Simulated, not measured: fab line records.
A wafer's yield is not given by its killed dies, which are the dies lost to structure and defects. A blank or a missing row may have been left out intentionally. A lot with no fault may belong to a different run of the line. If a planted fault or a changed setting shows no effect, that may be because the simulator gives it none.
A single fault, viewed from 3 desks	flow nand_harc	each desk has only its own numbers; what lay behind them comes last

## FROM THE METROLOGY DESK
Lot by lot, what the gauges showed, no matter which tool ran the lot: averages of those sampled wafers that carry a number. A lot is out of limits, marked OUT, if its mean lies more than 4 standard deviations from the usual mean; the brackets give that distance.
Columns: A = cd_nm at NHARC_A_SGD_CUT_CD_MEAS_09, usual 99.9 nm; B = overlay_x_nm at NHARC_A_SGD_CUT_OVL_MEAS_10, usual -0.1 nm; C = overlay_y_nm at NHARC_A_SGD_CUT_OVL_MEAS_10, usual -0.4 nm
lot	first seen here	A	B	C
L295	day 19 15:05	99.9	0.3	-1.5
L303	day 22 17:13	100.3	-0.3	-1.0
L306	day 24 05:32	99.6	0.3	-1.2
L312	day 27 10:14	99.9	0.3	-0.3
L317	day 28 08:57	99.8	0.2	-0.7
Finding of this desk: none of the 5 lots has anything out of limits.

## THE DEFECT DESK
Per lot, the means of the sampled wafers with a number show what the inspections along the route counted. A lot is out of limits, marked OUT, if its mean lies more than 4 standard deviations from the usual mean; the brackets give that distance.
Columns: A = raw_defect_count at NHARC_A_SGD_CUT_INSPECT_11, usual 60
lot	first seen here	A
L295	day 19 15:13	67
L303	day 22 17:20	25
L306	day 24 05:40	37
L312	day 27 10:22	63
L317	day 28 09:05	32
Finding of this desk: none of the 5 lots has anything out of limits.

## TOOL OWNER'S DESK, rie_diel-03
The tool's own readings at NHARC_A_SGD_CUT_DESCUM_14 (chemistry O2, time 3 s): means of the sampled wafers that have a number, for each lot that ran on this tool. A lot is out of limits, marked OUT, if its mean lies more than 4 standard deviations from the usual mean; the brackets give that distance.
Columns: A = drypump_motor_current_A at NHARC_A_SGD_CUT_DESCUM_14, usual 5.8 A; B = oes_product_au at NHARC_A_SGD_CUT_DESCUM_14, usual 1.000 a.u.; C = rf_vpp_V at NHARC_A_SGD_CUT_DESCUM_14, usual 57.8 V; D = run_length_s at NHARC_A_SGD_CUT_DESCUM_14, usual 23.7 s; E = showerhead_plenum_p_Torr at NHARC_A_SGD_CUT_DESCUM_14, usual 1.89 Torr; F = throttle_valve_pct at NHARC_A_SGD_CUT_DESCUM_14, usual 11.310 %
lot	first seen here	A	B	C	D	E	F
L295	day 19 15:17	5.9	0.994	58.3	23.7	1.94	11.315
L312	day 27 10:28	5.9	1.003	57.4	24.1	1.94	11.308
Finding of this desk: none of the 2 lots has anything out of limits.

## TAKEN TOGETHER
Nothing out of limits was seen by the metrology desk.
Nothing the defect desk looked at was out of limits.
The desk of the tool owner found nothing out of limits.

## WHAT WAS PUT IN BY THE SIMULATOR
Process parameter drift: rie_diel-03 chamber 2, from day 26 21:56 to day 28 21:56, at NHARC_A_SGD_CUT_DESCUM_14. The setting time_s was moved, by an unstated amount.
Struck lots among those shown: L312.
